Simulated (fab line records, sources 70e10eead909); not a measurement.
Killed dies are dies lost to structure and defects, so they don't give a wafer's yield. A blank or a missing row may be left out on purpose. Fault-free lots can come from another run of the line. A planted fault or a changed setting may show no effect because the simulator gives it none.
fab line records | flow nand-harc
record: lots: 6 wafers: 18 last-day: 33
route steps=1302 shown A_CONTACT@1044 END@1302
lots with no fault: from the same line, run without faults
start-h: hours from the record's opening day to when the first of the lot's shown wafers began | wait-h: how many hours have passed since the lot's step before this one | " unchanged from the row above | L1.1+2: several wafers, shown together as one row | - either no value or no given start | * or withheld: withheld | < > ~ a bound
route shown NAME@n: names a module that has steps shown in the file, with the first one's number in the route | usual: mean/standard deviation of fault-free wafers | same: alike in all rows | chamber/n: place in a boat | sites: readings site by site | _std_site: their standard deviation | _edge_site: outer sites' mean less inner sites' | radius-mm: how far each site lies from the wafer's centre | mask NAME#n: copy n | behind: the last tool/chamber to shape the wafer | hold: what put the lot on hold/how long, in hours/how the hold closed | device: whichever transistor did not switch (one of n, p or np) | end of line: the same wafers' tests at the end of the route | for a step that has no rows: nothing shown but its recipe | killed: count of dies lost to structure and defects at first sort (not the wafer's yield) | map: the dies of a wafer, with x for killed, . for not killed, _ for no die there
set.NAME: the run value of the setting; set.NAME@STEP: its run value at that earlier step | model.NAME: the simulator's own value behind a step, which no gauge read
a table for each step, a row for each wafer; lots at some steps of the route
services: from which hour (start-h, from the record's first day; less than 0 if before it) a tool's chamber was out of use, for how many hours, and why
== steps ==
step: NHARC_A_CONTACT_ETCH_76
recipe: target-depth-a: 2600 over-etch-frac: 0.3 time-s: 475.3 ion-energy-ev: 200 n2-flow-sccm: 150 h2-flow-sccm: 150 ar-flow-sccm: 0 rf-w: 400 bias-w: 150 chemistry: N2/H2
usual: drypump-motor-current-A: 6.2/0.33 oes-product-au: 0.997/0.01 rf-vpp-V: 430/3.1 showerhead-plenum-p-Torr: 2.02/0.11 throttle-valve-pct: 14.171/0.0098
same: time-s: 475.3
columns lot.wafer tool chamber start-h wait-h drypump-motor-current-A oes-product-au rf-hours-counter-h rf-vpp-V showerhead-plenum-p-Torr throttle-valve-pct
L902.4 rie-diel-03 1 - - 6.1 1.010 22 428 1.91 14.185
L902.2 " 3 " " 6.3 0.986 23 430 1.98 14.162
L902.1 " 0 " " 6.3 0.996 23 428 1.93 14.173
L909.3 rie-diel-10 0 592.13 0.2 6.1 1.003 - 435 2.16 14.168
L909.4 " 1 " " 6.0 1.009 - 431 2.09 14.164
L909.6 " 0 " " 6.1 1.008 - 434 2.16 14.184
L910.1 rie-diel-11 0 - - 5.8 0.987 54 430 2.03 14.154
L910.4 " 2 " " 5.7 1.009 53 426 1.87 14.159
L910.5 " 3 " " 6.5 0.992 - 434 2.18 14.175
L919.4 rie-diel-10 2 - - 6.5 0.995 14 427 1.91 14.187
L919.6 " 0 " " 6.1 1.004 - 435 2.15 14.167
L919.5 " 1 " " 6.1 0.994 - 433 2.08 14.159
L920.3 rie-diel-11 2 - - 5.7 1.003 23 435 2.21 14.179
L920.1 " 3 " " 6.4 1.014 27 434 2.17 14.191
L920.2 " 0 " " 5.8 1.012 29 430 2.02 14.165
L922.1 rie-diel-10 3 - - 6.6 0.981 18 427 1.92 14.176
L922.2 " 1 " " 6.0 1.000 18 433 2.08 14.186
L922.6 " 2 " " 6.5 0.992 - 428 1.90 14.161
step: NHARC_A_CONTACT_ETCH_77
recipe: target-depth-a: 1089 time-s: 54.5 cf4-flow-sccm: 100 chf3-flow-sccm: 30 ar-flow-sccm: 0 rf-w: 500 bias-w: 200 chemistry: CF4/CHF3
step: NHARC_A_CONTACT_ETCH_78
recipe: target-depth-a: 53000 over-etch-frac: 0.3 time-s: 1378 ion-energy-ev: 150 o2-flow-sccm: 400 cos-flow-sccm: 20 ar-flow-sccm: 0 rf-w: 500 bias-w: 300 chemistry: O2/COS
usual: drypump-motor-current-A: 6.2/0.33 oes-product-au: 0.998/0.011 rf-vpp-V: 313.8/2.4 showerhead-plenum-p-Torr: 3.10/0.15 throttle-valve-pct: 28.329/0.0083
same: time-s: 1378
columns lot.wafer tool chamber start-h wait-h drypump-motor-current-A oes-product-au rf-hours-counter-h rf-vpp-V showerhead-plenum-p-Torr throttle-valve-pct
L902.1 rie-diel-03 3 - - 6.3 0.992 23 314.1 3.04 28.333
L902.2 " 1 " " 6.1 1.014 23 311.7 2.94 28.340
L902.4 " 2 " " 6.7 0.986 21 316.6 3.33 28.335
L909.4 rie-diel-10 1 593.04 0.5 6.0 1.007 - 314.9 3.19 28.329
L909.3 " 0 " " 6.1 1.019 - 317.1 3.28 28.333
L909.6 " 1 " " 6.0 0.996 - 314.0 3.19 28.330
L910.1 rie-diel-11 3 - - 6.5 0.999 53 316.5 3.32 28.333
L910.4 " 1 " " 5.5 1.007 55 313.3 3.06 28.348
L910.5 " 2 " " 5.7 1.015 - 310.3 2.89 28.326
L919.4 rie-diel-10 0 - - 6.1 1.007 15 317.2 3.28 28.314
L919.5 " 3 " " 6.6 1.002 - 310.5 2.95 28.339
L919.6 " 0 " " 6.1 1.011 - 316.4 3.28 28.317
L920.2 rie-diel-11 2 - - 5.7 0.997 23 317.6 3.36 28.345
L920.3 " 3 " " 6.5 1.016 28 317.5 3.30 28.339
L920.1 " 1 " " 5.5 1.010 25 313.6 3.05 28.336
L922.1 rie-diel-10 2 - - 6.5 0.984 20 310.4 2.93 28.330
L922.2 " 0 " " 6.1 1.000 19 315.9 3.27 28.327
L922.6 " 2 " " 6.5 0.987 - 311.6 2.93 28.342
step: NHARC_A_CONTACT_ETCH_124
recipe: source-w: withheld pressure-mtorr: 20 bias-v: withheld time-s: 140 target-depth-a: 7000 ar-flow-sccm: withheld c4f8-flow-sccm: withheld o2-flow-sccm: withheld chemistry: C4F8/O2/Ar
same: time-s: 140
columns lot.wafer tool chamber start-h wait-h rf-hours-counter-h
L902.2 har-cap-etch-03 0 534.63 - 49
L902.1 " 1 " " 49
L902.4 " 1 " " -
L909.4 har-cap-etch-02 1 594.23 - -
L909.3 " 0 " " -
L909.6 " 0 " " -
L910.1 har-cap-etch-02 0 604.36 - 106
L910.4 " 0 " " -
L910.5 " 1 " " -
L919.4 har-cap-etch-03 1 688.51 - -
L919.6 " 0 " " -
L919.5 " 1 " " -
L920.1 har-cap-etch-02 1 705.04 - 123
L920.2 " 0 " " 123
L920.3 " 0 " " -
L922.2 har-cap-etch-01 0 723.75 - 39
L922.1 " 1 " " 39
L922.6 " 1 " " -
step: NHARC_A_CONTACT_ETCH_125
recipe: source-w: withheld pressure-mtorr: 20 bias-v: 3000 time-s: 197 target-depth-a: 19180 ar-flow-sccm: withheld c4f8-flow-sccm: withheld o2-flow-sccm: withheld chemistry: C4F8/O2/Ar
step: NHARC_A_CONTACT_ETCH_126
recipe: source-w: withheld pressure-mtorr: 20 bias-v: 3000 time-s: 197 target-depth-a: 19180 ar-flow-sccm: withheld c4f8-flow-sccm: withheld o2-flow-sccm: withheld chemistry: C4F8/O2/Ar
step: NHARC_A_CONTACT_ETCH_127
recipe: source-w: withheld pressure-mtorr: 20 bias-v: 3000 time-s: 197 target-depth-a: 19180 ar-flow-sccm: withheld c4f8-flow-sccm: withheld o2-flow-sccm: withheld chemistry: C4F8/O2/Ar
step: NHARC_A_CONTACT_ETCH_128
recipe: source-w: withheld pressure-mtorr: 20 bias-v: 3000 time-s: 197 target-depth-a: 19180 ar-flow-sccm: withheld c4f8-flow-sccm: withheld o2-flow-sccm: withheld chemistry: C4F8/O2/Ar
same: time-s: 197
columns lot.wafer tool chamber start-h wait-h rf-hours-counter-h
L902.2 har-cap-etch-03 0 535.35 0.1 50
L902.1 " 1 " " 50
L902.4 " 1 " " -
L909.4 har-cap-etch-02 1 594.96 0.1 -
L909.3 " 0 " " -
L909.6 " 0 " " -
L910.1 har-cap-etch-02 0 605.09 0.1 106
L910.4 " 0 " " -
L910.5 " 1 " " -
L919.4 har-cap-etch-03 1 689.22 0.1 -
L919.6 " 0 " " -
L919.5 " 1 " " -
L920.1 har-cap-etch-02 1 705.77 0.1 124
L920.2 " 0 " " 124
L920.3 " 0 " " -
L922.2 har-cap-etch-01 0 724.48 0.1 40
L922.1 " 1 " " 40
L922.6 " 1 " " -
step: NHARC_A_CONTACT_ETCH_129
recipe: source-w: withheld pressure-mtorr: 20 bias-v: 3000 time-s: 197 target-depth-a: 19180 ar-flow-sccm: withheld c4f8-flow-sccm: withheld o2-flow-sccm: withheld chemistry: C4F8/O2/Ar
same: time-s: 197
columns lot.wafer tool chamber start-h wait-h rf-hours-counter-h
L902.2 har-cap-etch-03 0 535.53 0.1 50
L902.1 " 1 " " 50
L902.4 " 1 " " -
L909.4 har-cap-etch-02 1 595.13 0.1 -
L909.3 " 0 " " -
L909.6 " 0 " " -
L910.1 har-cap-etch-02 0 605.27 0.1 107
L910.4 " 0 " " -
L910.5 " 1 " " -
L919.4 har-cap-etch-03 1 689.40 0.1 -
L919.6 " 0 " " -
L919.5 " 1 " " -
L920.1 har-cap-etch-02 1 705.94 0.1 124
L920.2 " 0 " " 124
L920.3 " 0 " " -
L922.2 har-cap-etch-01 0 724.65 0.1 40
L922.1 " 1 " " 40
L922.6 " 1 " " -
step: NHARC_A_CONTACT_ETCH_130
recipe: source-w: withheld pressure-mtorr: 20 bias-v: 3000 time-s: 197 target-depth-a: 19180 ar-flow-sccm: withheld c4f8-flow-sccm: withheld o2-flow-sccm: withheld chemistry: C4F8/O2/Ar
step: NHARC_A_CONTACT_ETCH_131
recipe: source-w: withheld pressure-mtorr: 20 bias-v: 3000 time-s: 197 target-depth-a: 19180 ar-flow-sccm: withheld c4f8-flow-sccm: withheld o2-flow-sccm: withheld chemistry: C4F8/O2/Ar
step: NHARC_A_CONTACT_ETCH_132
recipe: source-w: withheld pressure-mtorr: 20 bias-v: 3000 time-s: 197 target-depth-a: 19240 ar-flow-sccm: withheld c4f8-flow-sccm: withheld o2-flow-sccm: withheld chemistry: C4F8/O2/Ar
step: NHARC_A_CONTACT_ETCH_133
recipe: source-w: withheld pressure-mtorr: 20 bias-v: 400 time-s: 374 target-depth-a: 16100 ar-flow-sccm: withheld c4f8-flow-sccm: 11.5 o2-flow-sccm: 7.2 chemistry: C4F8/O2/Ar
same: time-s: 374
columns lot.wafer tool chamber start-h wait-h rf-hours-counter-h
L902.2 har-cap-etch-03 0 536.23 0.1 51
L902.1 " 1 " " 51
L902.4 " 1 " " -
L909.4 har-cap-etch-02 1 595.92 0.2 -
L909.3 " 0 " " -
L909.6 " 0 " " -
L910.1 har-cap-etch-02 0 606.01 0.2 107
L910.4 " 0 " " -
L910.5 " 1 " " -
L919.4 har-cap-etch-03 1 690.23 0.3 -
L919.6 " 0 " " -
L919.5 " 1 " " -
L920.1 har-cap-etch-02 1 706.65 0.1 124
L920.2 " 0 " " 124
L920.3 " 0 " " -
L922.2 har-cap-etch-01 0 725.36 0.1 41
L922.1 " 1 " " 41
L922.6 " 1 " " -
step: NHARC_A_CONTACT_ETCH_91
recipe: target-depth-a: 400 over-etch-frac: 0.5 time-s: 85.7 ion-energy-ev: 120 ch3f-flow-sccm: 50 o2-flow-sccm: 30 ar-flow-sccm: 200 rf-w: 500 bias-w: 100 chemistry: CH3F/O2
step: NHARC_A_CONTACT_ETCH_97
recipe: target-depth-a: 200 over-etch-frac: 0.5 time-s: 10 ion-energy-ev: 250 c4f6-flow-sccm: 25 o2-flow-sccm: 20 ar-flow-sccm: 500 rf-w: 600 bias-w: 500 chemistry: C4F6/O2
step: NHARC_A_CONTACT_CD_MEAS_80
usual: cd-nm: 289.5/0.69
columns lot.wafer tool chamber start-h wait-h cd-nm
L902.1 cd-sem-02 - 537.23 - 289.8
L902.2 " - " " 289.7
L902.4 " - " " 290.1
L909.3 cd-sem-02 - 596.79 - 287.8
L909.4 " - " " 287.3
L909.6 " - " " 287.6
L910.1 cd-sem-02 - 606.95 - 286.4
L910.4 " - " " 287.0
L910.5 " - " " 287.2
L919.4 cd-sem-02 - 691.07 - 290.1
L919.5 " - " " 289.8
L919.6 " - " " 289.8
L920.1 cd-sem-03 - 707.66 - 288.2
L920.2 " - " " 288.8
L920.3 " - " " 288.5
L922.1 cd-sem-02 - 726.36 - 289.3
L922.2 " - " " 289.4
L922.6 " - " " 289.5
step: NHARC_A_CONTACT_STRIP_103
recipe: n2-flow-sccm: 150 h2-flow-sccm: 150 ar-flow-sccm: 0 bias-w: 0 chemistry: N2/H2
step: NHARC_END_SORT_01
recipe: temp-c: 25
usual: killed-at-array: 50/20 killed-at-other: 1.2/1.5 killed-at-periphery: 3.6/2.6 killed-dies: 55/20 killed-open: 3.4/2 killed-short: 2.7/1.6
same: gross-dies: 677
columns lot.wafer tool chamber start-h wait-h killed-at-array killed-at-other killed-at-periphery killed-dies killed-open killed-short
L920.1 prober-02 0 772.48 2.5 75 6 3 84 4 2
L920.2 prober-02 0 773.28 2.8 57 2 4 63 4 2
L920.3 prober-02 0 774.08 3.1 42 4 3 49 2 2
L922.1 prober-01 0 780.74 2.5 44 0 1 45 2 1
L922.2 prober-01 0 781.54 2.8 24 0 10 34 0 3
L922.6 prober-01 0 784.76 4.0 32 0 7 39 4 2
killed by level:class
L920.1 A_SLIT:chamber-film-flake=39 A_CHANNEL_HOLE_D2:chamber-film-flake=11 A_CHANNEL_HOLE_D1:chamber-film-flake=8 A_CONTACT:chamber-film-flake=7 THIN_TSV:chamber-film-flake=6 A_STAIRCASE:chamber-film-flake=3 A_CHANNEL_FILL_D1:geometric-particle:open=2 P_GATE:geometric-particle:open=1
L920.2 A_CHANNEL_HOLE_D2:chamber-film-flake=26 A_CONTACT:chamber-film-flake=10 A_CHANNEL_HOLE_D1:chamber-film-flake=6 A_SLIT:chamber-film-flake=5 A_STAIRCASE:chamber-film-flake=5 THIN_TSV:chamber-film-flake=2 P_STI:geometric-particle:open=1 A_CHANNEL_HOLE_D1:geometric-particle:open=1
L920.3 A_CHANNEL_HOLE_D1:chamber-film-flake=10 A_CONTACT:chamber-film-flake=8 A_CHANNEL_HOLE_D2:chamber-film-flake=7 A_SLIT:chamber-film-flake=6 A_STAIRCASE:chamber-film-flake=4 THIN_TSV:chamber-film-flake=4 A_DECK1_JOINT:chamber-film-flake=3 A_CHANNEL_HOLE_D1:geometric-particle:short=1
L922.1 A_CHANNEL_HOLE_D1:chamber-film-flake=17 A_SLIT:chamber-film-flake=7 A_SGD_CUT:chamber-film-flake=7 A_STAIRCASE:chamber-film-flake=5 A_CONTACT:chamber-film-flake=4 P_CONTACT:geometric-particle:open=1 A_ONON_D1:geometric-particle:short=1 A_ONON_D2:geometric-particle:open=1
L922.2 A_CHANNEL_HOLE_D1:chamber-film-flake=8 A_SLIT:chamber-film-flake=7 P_BONDPAD:chamber-film-flake=6 A_STAIRCASE:chamber-film-flake=4 P_GATE:chamber-film-flake=3 P_CONTACT:geometric-particle:short=1 A_ONON_D1:geometric-particle:short=1 A_CHANNEL_FILL_D1:geometric-particle:short=1
L922.6 A_CHANNEL_HOLE_D1:chamber-film-flake=6 P_BONDPAD:chamber-film-flake=5 A_STAIRCASE:chamber-film-flake=5 A_CONTACT:chamber-film-flake=5 A_SGD_CUT:chamber-film-flake=4 A_SLIT:chamber-film-flake=4 A_CHANNEL_HOLE_D2:chamber-film-flake=2 P_CONTACT:geometric-particle:short=1
== services ==
columns tool chamber start-h hours kind
rie-diel-10 0 526.75 - clean
rie-diel-10 1 526.75 - clean
rie-diel-10 2 526.75 - clean
rie-diel-10 3 526.75 - clean
rie-diel-10 0 551.25 - clean
rie-diel-10 1 551.25 - clean
rie-diel-10 2 551.25 - clean
rie-diel-10 3 551.25 - clean
har-cap-etch-01 - 556.44 1.4 repair
rie-diel-03 0 558.29 5.3 repair
rie-diel-10 0 575.75 - clean
rie-diel-10 1 575.75 - clean
rie-diel-10 2 575.75 - clean
rie-diel-10 3 575.75 - clean
rie-diel-10 3 584.32 14.6 repair
rie-diel-03 3 593.75 15.1 repair
rie-diel-10 - 596.77 9.0 pm
rie-diel-11 - 609.53 9.0 pm
har-cap-etch-02 - 624.21 1.0 repair
rie-diel-10 3 632.89 4.0 repair
rie-diel-03 - 635.43 9.0 pm
rie-diel-03 - 679.03 0.6 repair
rie-diel-03 0 689.40 2.4 repair
rie-diel-03 1 716.53 9.4 repair
== key ==
first-sign: step: NHARC_A_CONTACT_CD_MEAS_80 reading: cd-nm direction: down sigmas: 3.3 usual: 289.5 struck: 287.2
effect none on later readings
met-at NHARC_A_CONTACT_ETCH_133
struck-wafers L909.3,L909.4,L909.6,L910.1,L910.4,L910.5
tester-left-out L909,L910
fault: kind: process-parameter-drift tool: har-cap-etch-02 chamber: - onset-h: 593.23 steps: NHARC_A_CONTACT_ETCH_133 channel: bias-v offset: withheld shape: step end-h: 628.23 acts-in: *
tester-left-out: of these lots the tester's yield and bins aren't shown, on N5 and GAA mostly nor the transistor test; their killed dies are dies lost to structure and defects alone, not to doping, threshold or leakage, so they don't give the yield
